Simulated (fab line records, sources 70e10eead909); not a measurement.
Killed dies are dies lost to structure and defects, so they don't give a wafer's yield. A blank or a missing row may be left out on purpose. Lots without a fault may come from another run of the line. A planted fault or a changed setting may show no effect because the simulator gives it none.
Which tool did it? | flow nand_harc | 6 lots, 18 wafers sampled, at 4 steps of a route of 1302

WHAT THE GAUGES READ, wafer by wafer
NHARC_A_SGD_CUT_INSPECT_11.
lot  | measured     | on                | raw_defect_count
L988 | day 19 15:38 | defect_inspect-02 | 57 49 53
L997 | day 23 23:26 | defect_inspect-01 | 56 80 59
L101 | day 25 15:37 | defect_inspect-02 | 34 43 34
L105 | day 26 20:10 | defect_inspect-02 | 15 16 19
L107 | day 27 23:31 | defect_inspect-02 | 66 50 63
L110 | day 28 14:06 | defect_inspect-01 | 20 27 15

WHICH TOOL RAN EACH LOT (tool, then ch and the chambers of the sampled wafers, then the start)
lot  | NHARC_A_STAIRCASE_CMP_450     | NHARC_A_STAIRCASE_CMP_472     | NHARC_A_SGD_CUT_SOFTBAKE_04
L988 | cmp-04 ch 0,2,3, day 19 12:53 | cmp-04 ch 0,1, day 19 14:22   | litho_track-06 ch 0, day 19 15:00
L997 | cmp-04 ch 0,1,3, day 23 20:41 | cmp-01 ch 0,1, day 23 22:11   | litho_track-04 ch 0, day 23 22:00
L101 | cmp-04 ch 0,1,2, day 25 13:02 | cmp-01 ch 1,2,3, day 25 14:32 | litho_track-01 ch 0, day 25 15:00
L105 | cmp-02 ch 0,1,2, day 26 17:28 | cmp-04 ch 1,2,3, day 26 18:56 | litho_track-06 ch 0, day 26 19:00
L107 | cmp-02 ch 0,3, day 27 20:43   | cmp-01 ch 1,2, day 27 22:14   | litho_track-04 ch 0, day 27 22:00
L110 | cmp-01 ch 1,2,3, day 28 11:28 | cmp-04 ch 0,2,3, day 28 12:58 | litho_track-06 ch 0, day 28 13:00
- NHARC_A_STAIRCASE_CMP_450: polishes SiO2, target thk 200 nm.
- NHARC_A_STAIRCASE_CMP_472: polishes SiO2.
- NHARC_A_SGD_CUT_SOFTBAKE_04: time 55 s.

THE ANSWER, worked out from the rows above alone
Rule: what is usual is taken from the lots themselves. Put in order of their means at a reading, lots are off if they are a third of the lots or fewer, leave a main group of 4 or more, and stand apart from it by a gap of 3 or more times the standard deviation of the main group's means; of several such gaps the widest counts. A main group whose means are all the same, to the digits that the tables above print for the reading, isn't used. A lot without any number at a reading at which 4 lots or more have one is off too. The other lots that the step has rows for count as sound.
No lot is off at any reading shown: from this, nothing can be told.

WHAT THE SIMULATOR HAD PUT IN
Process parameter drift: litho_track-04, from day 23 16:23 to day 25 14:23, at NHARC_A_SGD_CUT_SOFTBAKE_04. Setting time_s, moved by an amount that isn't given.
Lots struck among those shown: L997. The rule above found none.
